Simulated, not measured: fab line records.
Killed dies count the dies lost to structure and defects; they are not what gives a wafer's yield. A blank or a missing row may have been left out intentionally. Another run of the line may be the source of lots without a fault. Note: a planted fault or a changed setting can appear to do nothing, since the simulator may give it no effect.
fab line records | flow n5-finfet
record: lots: 4 | wafers: 12 | last-day: 17
route steps=1938 shown BEOL_M9@1417 PASSIVATION@1936
lots untouched by any fault: they come from a run of this same line in which no faults occurred
start-h: hours from the record's first day to the start of the lot's first wafer shown | wait-h: hours from the lot's prior step to this one | " as in the row above | L1.1+2: several wafers, shown together as one row | - either no value or no given start | * or withheld: withheld | < > ~ a bound
route shown NAME@n: a module of which the file shows steps, and the number in the route of the first | usual: mean/standard deviation taken from wafers without a fault | same: alike in all rows | chamber/n: place in a boat | sites: the reading at each site | _std_site: standard deviation of those values | _edge_site: mean of outer sites minus mean of inner sites | radius-mm: for every site, how far away it sits from the centre of the wafer | mask NAME#n: copy n | behind: tool/chamber where the wafer was last shaped | hold: why the lot went on hold/how many hours it stayed there/how the hold came to an end | device: the n, p or np transistor that did not switch | end of line: the route-end tests of the same wafers | a step given without rows: its recipe and nothing more | killed: dies that structure and defects cost at the first sort, which is not the same as the wafer's yield | map: the dies of a wafer, with x for killed, . for not killed, _ for no die there
set.NAME: the setting the step ran with; set.NAME@STEP: the setting that earlier step ran with | model.NAME: the simulator's own value behind a step, which no gauge read
lots at some steps of the route; a table a step, a row a wafer
services: the hour from which a tool's chamber was out of use, counted from the record's first day as start-h (under 0 if before that day), plus the number of hours and why
== steps ==
step: N5_BEOL_M9_DESCUM_16
recipe: chemistry: O2 | time-s: 7.9 | source-power-w: 50 | bias-power-w: 20 | pressure-mtorr: 20 | rf-frequency-hz: 2.712e+07 | temp-c: 40 | resist: CAR-ArF | o2-flow-sccm: 225
step: N5_BEOL_M9_ETCH_61
recipe: chemistry: CF4 | target: SiARC | target-depth-a: 390 | mask-material: CAR-ArF | time-s: 65 | ion-energy-ev: 80 | pressure-mtorr: 40 | source-w: 545 | bias-w: 36 | Ar_flow_sccm: 100 | cf4-flow-sccm: 100 | ends: cleared
step: N5_BEOL_M9_ETCH_62
recipe: chemistry: N2/H2 | target: SOC | target-depth-a: 1100 | overetch-a: 220 | mask-material: SiARC | temp-c: 40 | time-s: 165 | ion-energy-ev: 200 | pressure-mtorr: 30 | source-w: 840 | bias-w: 150 | n2-flow-sccm: 200 | h2-flow-sccm: 200
step: N5_BEOL_M9_STRIP_68
recipe: chemistry: N2/H2 | temp-c: 40 | n2-flow-sccm: 200 | h2-flow-sccm: 200 | rf-frequency-hz: 6e+07
step: N5_BEOL_M9_STRIP_67
recipe: chemistry: CF4 | resist: SiARC | power-w: 300 | bias-power-w: 75 | pressure-mtorr: 50 | cf4-flow-sccm: 150 | rf-frequency-hz: 6e+07
step: N5_BEOL_M9_HM_OPEN_17
recipe: chemistry: Cl2/BCl3 | target-depth-a: 200 | overetch-a: 60 | target: TiN | mask-material: SOC | ion-energy-ev: 150 | pressure-mtorr: 10 | icp-w: 1000 | bias-w: 126 | Cl2_flow_sccm: 53.25 | bcl3-flow-sccm: 21.75 | Ar_flow_sccm: 25
step: N5_BEOL_M9_STRIP_19
recipe: chemistry: O2 | power-w: 400 | temp-c: 40 | pressure-mtorr: 30 | rf-frequency-hz: 6e+07 | bias-power-w: 0 | overash-fraction: 0.2 | o2-flow-sccm: 225
step: N5_BEOL_M9_COAT_63
recipe: resist: SOC | temp-c: 250 | time-s: 60 | spin-rpm: 1500 | resist-thk-nm: 60
step: N5_BEOL_M9_COAT_64
recipe: resist: SiARC | temp-c: 220 | time-s: 60 | spin-rpm: 1500 | resist-thk-nm: 12
usual: heater-power-total-W: 427.7/2.1 | resist-line-temp-C: 23.01/0.11 | spin-speed-rpm: 1500.0/1.1
lot.wafer | tool           | chamber | start-h | wait-h | heater-power-total-W | resist-line-temp-C | spin-speed-rpm
L420.2    | litho-track-05 | 0       | 220.33  | -      | 424.5                | 23.04              | 1500.2
L420.3    | "              | 0       | "       | "      | 429.4                | 23.08              | 1500.2
L420.6    | "              | 0       | "       | "      | 429.9                | 23.04              | 1500.6
L436.2    | litho-track-05 | 0       | 322.44  | -      | 429.8                | 22.93              | 1573.7
L436.4    | "              | 0       | "       | "      | 429.4                | 22.86              | 1574.2
L436.5    | "              | 0       | "       | "      | 429.8                | 22.99              | 1574.7
L435.3    | litho-track-05 | 0       | 323.49  | -      | 424.1                | 23.03              | 1574.1
L435.5    | "              | 0       | "       | "      | 425.2                | 22.95              | 1573.3
L435.6    | "              | 0       | "       | "      | 429.9                | 23.07              | 1572.3
L439.1    | litho-track-01 | 0       | 338.83  | -      | 430.5                | 23.09              | 1498.2
L439.3    | "              | 0       | "       | "      | 429.1                | 22.87              | 1499.4
L439.5    | "              | 0       | "       | "      | 427.4                | 22.93              | 1498.9
step: N5_BEOL_M9_COAT_75
recipe: resist: underlayer | temp-c: 205 | time-s: 60 | spin-rpm: 1500 | resist-thk-nm: 5
step: N5_BEOL_M9_COAT_22
recipe: resist: CAR-EUV | spin-rpm: 1500 | resist-thk-nm: 30
step: N5_BEOL_M9_EBR_24
recipe: solvent: PGMEA | ebr-width-mm: 1.5
step: N5_BEOL_M9_SOFTBAKE_23
recipe: temp-c: 110 | time-s: 60 | resist: CAR-EUV
step: N5_BEOL_M9_EXPOSE_25
recipe: mask-id: V8 | na: 0.33 | source-shape: annular | sigma-inner: 0.4 | sigma-outer: 0.8 | polarization: unpolarized | dose-mj: 37.25
step: N5_BEOL_M9_PEB_26
recipe: peb-temp-c: 100 | peb-time-s: 60 | resist: CAR-EUV
step: N5_BEOL_M9_DEVELOP_27
recipe: develop-time-s: 30 | developer: TMAH | resist: CAR-EUV | rinse-liquid: surfactant-rinse | dry: air-spin | dev-temp-c: 23
step: N5_BEOL_M9_DESCUM_33
recipe: chemistry: O2 | time-s: 7 | source-power-w: 50 | bias-power-w: 20 | pressure-mtorr: 20 | rf-frequency-hz: 2.712e+07 | temp-c: 40 | resist: CAR-EUV | o2-flow-sccm: 225
step: N5_BEOL_M9_ETCH_76
recipe: chemistry: N2/H2 | target: underlayer | target-depth-a: 65 | mask-material: CAR-EUV | time-s: 5.2 | ion-energy-ev: 200 | pressure-mtorr: 30 | source-w: 840 | bias-w: 150 | n2-flow-sccm: 200 | h2-flow-sccm: 200 | ends: cleared
step: N5_BEOL_M9_ETCH_65
recipe: chemistry: CF4 | target: SiARC | target-depth-a: 156 | mask-material: CAR-EUV | time-s: 26 | ion-energy-ev: 80 | pressure-mtorr: 40 | source-w: 545 | bias-w: 36 | Ar_flow_sccm: 100 | cf4-flow-sccm: 100 | ends: cleared
usual: drypump-motor-current-A: 5.6/0.32 | etch-rf-on-time-s: 26.0/0.42 | oes-product-au: 0.66/0.072 | rf-vpp-V: 183.2/1.3 | showerhead-plenum-p-Torr: 2.06/0.083 | throttle-valve-pct: 15.53/0.22
lot.wafer | tool        | chamber | start-h | wait-h | drypump-motor-current-A | etch-rf-on-time-s | oes-product-au | rf-hours-counter-h | rf-vpp-V | showerhead-plenum-p-Torr | throttle-valve-pct | model.CAR-EUV_of_BEOL_M9_COAT_22.thk-nm | model.etch.depth-nm
L420.2    | rie-diel-04 | 2       | 221.09  | 0.0    | 5.8                     | 26.3              | 0.64           | 153                | 182.2    | 1.98                     | 15.56              | 11.2                                    | 12.04
L420.3    | "           | 3       | "       | "      | 6.0                     | 26.4              | 0.65           | 138                | 183.4    | 2.06                     | 15.37              | 11                                      | 12.06
L420.6    | "           | 0       | "       | "      | 5.2                     | 26.6              | 0.58           | -                  | 184.1    | 2.10                     | 15.60              | 11                                      | 12.04
L436.2    | rie-diel-03 | 3       | 323.01  | 0.0    | 5.3                     | 25.2              | 0.59           | 241                | 182.2    | 2.03                     | 15.81              | 11.4                                    | 11.74
L436.4    | "           | 1       | "       | "      | 6.1                     | 24.8              | 0.72           | 80                 | 184.7    | 2.08                     | 15.41              | 11.4                                    | 11.73
L436.5    | "           | 2       | "       | "      | 5.4                     | 25.5              | 0.63           | -                  | 183.1    | 1.97                     | 15.52              | 11.4                                    | 11.73
L435.3    | rie-diel-04 | 1       | 324.35  | 0.0    | 5.2                     | 24.7              | 0.85           | 5                  | 185.3    | 2.28                     | 15.49              | 11.4                                    | 11.78
L435.5    | "           | 2       | "       | "      | 5.8                     | 25.4              | 0.61           | -                  | 181.6    | 1.97                     | 15.61              | 11.4                                    | 11.78
L435.6    | "           | 1       | "       | "      | 5.1                     | 24.7              | 0.84           | -                  | 185.3    | 2.28                     | 15.50              | 11.6                                    | 11.78
L439.1    | rie-diel-01 | 1       | 339.49  | 0.0    | 6.0                     | 26.3              | 0.59           | 221                | 184.7    | 2.21                     | 15.53              | 11.2                                    | 12.03
L439.3    | "           | 3       | "       | "      | 5.5                     | 26.1              | 0.61           | 200                | 181.1    | 1.97                     | 15.90              | 11.4                                    | 12.05
L439.5    | "           | 0       | "       | "      | 5.7                     | 25.2              | 0.67           | -                  | 184.1    | 2.15                     | 15.35              | 11.2                                    | 12.02
step: N5_BEOL_M9_ETCH_66
recipe: chemistry: N2/H2 | target: SOC | target-depth-a: 800 | overetch-a: 160 | mask-material: SiARC | temp-c: 40 | time-s: 120 | ion-energy-ev: 200 | pressure-mtorr: 30 | source-w: 840 | bias-w: 150 | n2-flow-sccm: 200 | h2-flow-sccm: 200
usual: drypump-motor-current-A: 5.6/0.32 | oes-product-au: 0.59/0.06 | rf-vpp-V: 521/3.1 | showerhead-plenum-p-Torr: 2.44/0.11 | throttle-valve-pct: 17.73/0.2
lot.wafer | tool        | chamber | start-h | wait-h | drypump-motor-current-A | oes-product-au | rf-hours-counter-h | rf-vpp-V | showerhead-plenum-p-Torr | throttle-valve-pct | model.SiARC_of_BEOL_M9_COAT_64.thk-nm
L420.2    | rie-diel-04 | 2       | 221.12  | 0.0    | 5.8                     | 0.57           | 153                | 518      | 2.33                     | 17.60              | 6.4
L420.3    | "           | 3       | "       | "      | 6.0                     | 0.58           | 138                | 521      | 2.45                     | 17.64              | 6.4
L420.6    | "           | 0       | "       | "      | 5.2                     | 0.53           | -                  | 523      | 2.50                     | 17.87              | 6.6
L436.2    | rie-diel-03 | 3       | 323.03  | 0.0    | 5.3                     | 0.53           | 241                | 520      | 2.40                     | 17.95              | 6.2
L436.4    | "           | 1       | "       | "      | 6.1                     | 0.64           | 80                 | 522      | 2.47                     | 17.74              | 6.2
L436.5    | "           | 2       | "       | "      | 5.4                     | 0.57           | -                  | 519      | 2.33                     | 17.69              | 6.2
L435.3    | rie-diel-04 | 1       | 324.38  | 0.0    | 5.1                     | 0.75           | 5                  | 529      | 2.72                     | 17.80              | 6
L435.5    | "           | 2       | "       | "      | 5.8                     | 0.55           | -                  | 518      | 2.31                     | 17.66              | 6.2
L435.6    | "           | 1       | "       | "      | 5.1                     | 0.74           | -                  | 529      | 2.72                     | 17.78              | 6
L439.1    | rie-diel-01 | 1       | 339.52  | 0.0    | 6.0                     | 0.54           | 221                | 527      | 2.61                     | 17.67              | 6.6
L439.3    | "           | 3       | "       | "      | 5.6                     | 0.55           | 200                | 518      | 2.32                     | 17.96              | 6.4
L439.5    | "           | 0       | "       | "      | 5.7                     | 0.59           | -                  | 525      | 2.56                     | 17.54              | 6.2
step: N5_BEOL_M9_STRIP_69
recipe: chemistry: N2/H2 | temp-c: 40 | n2-flow-sccm: 200 | h2-flow-sccm: 200 | rf-frequency-hz: 6e+07
step: N5_PASSIVATION_PROBE_49
usual: defect-limited-yield: 91.1/1.5 | killed_at_M0_to_M3: 36/11 | killed_at_M4_up: 13/5 | killed-at-contacts: 13/5 | killed-at-front-end: 40/12 | killed-at-other: 3.3/2.3 | killed-dies: 106/17 | killed-open: 70/13 | killed-short: 34/7.6 | sort_bin_5_function: 5.3/0.96 | sort_bin_6_memory: 3.3/0.66 | sort-n-pass: 1074/17 | sort-yield-pct: 91.1/1.5
same: gross-dies: 1180 | killed-at-back-side: 0 | sort_bin_4_leakage[%]: 0 | sort_bin_8_speed[%]: 0
lot.wafer | tool      | chamber | start-h | wait-h | defect-limited-yield[%] | killed_at_M0_to_M3 | killed_at_M4_up | killed-at-contacts | killed-at-front-end | killed-at-other | killed-dies | killed-open | killed-short | sort_bin_5_function[%] | sort_bin_6_memory[%] | sort-n-pass | sort-yield-pct[%]
L420.2    | prober-01 | -       | 283.74  | 0.1    | 94.2                    | 21                 | 14              | 5                  | 27                  | 2               | 69          | 44          | 25           | 3.6                    | 1.7                  | 1111        | 94.2
L420.3    | prober-01 | -       | 283.79  | 0.1    | 94.0                    | 18                 | 12              | 6                  | 34                  | 1               | 71          | 43          | 26           | 3.9                    | 1.7                  | 1109        | 94.0
L420.6    | prober-01 | -       | 283.94  | 0.3    | 94.2                    | 19                 | 10              | 13                 | 25                  | 2               | 69          | 37          | 32           | 3.8                    | 1.9                  | 1111        | 94.2
killed by level:class
L420.2 BEOL_M0_SAQP:geometric-particle:short=8 BEOL_M0_SAQP:geometric-particle:open=6 MOL_CONTACT_COAG:geometric-particle:open=5 BEOL_M4:geometric-particle:open=5 FIN_SAQP:geometric-particle:short=4 BEOL_M7:geometric-particle:open=4 FIN_SAQP:geometric-particle:open=3 STI_FIN_REVEAL:geometric-particle:open=3
L420.3 FIN_SAQP:geometric-particle:short=7 STI_FIN_REVEAL:geometric-particle:open=7 MOL_CONTACT_COAG:geometric-particle:open=6 BEOL_M4:geometric-particle:open=6 BEOL_M0_SAQP:geometric-particle:short=5 BEOL_M1:geometric-particle:open=5 DUMMY_GATE:geometric-particle:open=4 STARTING-WAFER:geometric-particle:short=4
L420.6 MOL_CONTACT_COAG:geometric-particle:open=12 GATE_CUT:geometric-particle:short=8 BEOL_M1:geometric-particle:open=7 BEOL_M4:geometric-particle:short=5 FIN_SAQP:geometric-particle:short=4 BEOL_M0_SAQP:geometric-particle:open=4 BEOL_M0_SAQP:geometric-particle:short=4 FIN_SAQP:geometric-particle:open=2
== services ==
tool           | chamber | start-h | hours | kind
rie-diel-03    | -       | 211.39  | 14.6  | pm
rie-diel-01    | 3       | 230.17  | 3.4   | repair
rie-diel-04    | 0       | 234.21  | -     | clean
rie-diel-04    | 0       | 234.21  | -     | consumable-replace:focus-ring
rie-diel-04    | 0       | 234.21  | 20.6  | scheduled-down
rie-diel-04    | 0       | 234.21  | 20.6  | vent-cycle
litho-track-01 | -       | 252.08  | -     | consumable-replace:filter
rie-diel-04    | -       | 254.83  | 0.1   | repair
rie-diel-01    | 2       | 256.39  | 8.1   | repair
rie-diel-01    | 1       | 260.87  | 12.6  | repair
rie-diel-04    | 1       | 281.16  | -     | clean
rie-diel-04    | 1       | 281.16  | -     | consumable-replace:focus-ring
rie-diel-04    | 1       | 281.16  | -     | consumable-replace:showerhead
rie-diel-04    | 1       | 281.16  | 22.7  | scheduled-down
rie-diel-04    | 1       | 281.16  | 22.7  | vent-cycle
rie-diel-03    | 1       | 285.68  | 6.9   | repair
== key ==
first-sign: step: N5_BEOL_M9_COAT_64 | reading: spin-speed-rpm | direction: up | sigmas: 66 | usual: * | struck: *
effect none on later readings
model-effect: step: N5_BEOL_M9_ETCH_65 | value: CAR-EUV_of_BEOL_M9_COAT_22.thk-nm | without: 11.13 | struck: 11.43
model-effect: step: N5_BEOL_M9_ETCH_66 | value: SiARC_of_BEOL_M9_COAT_64.thk-nm | without: 6.533 | struck: 6.133
met-at N5_BEOL_M9_COAT_64
struck-wafers L435.3,L435.5,L435.6,L436.2,L436.4,L436.5
onset-between 220.33 322.44
fault: kind: process-parameter-drift | tool: litho-track-05 | chamber: - | onset-h: 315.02 | steps: N5_BEOL_M9_COAT_64 | channel: spin-rpm | offset: * | shape: step | end-h: 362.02 | acts-in: * | stated: *
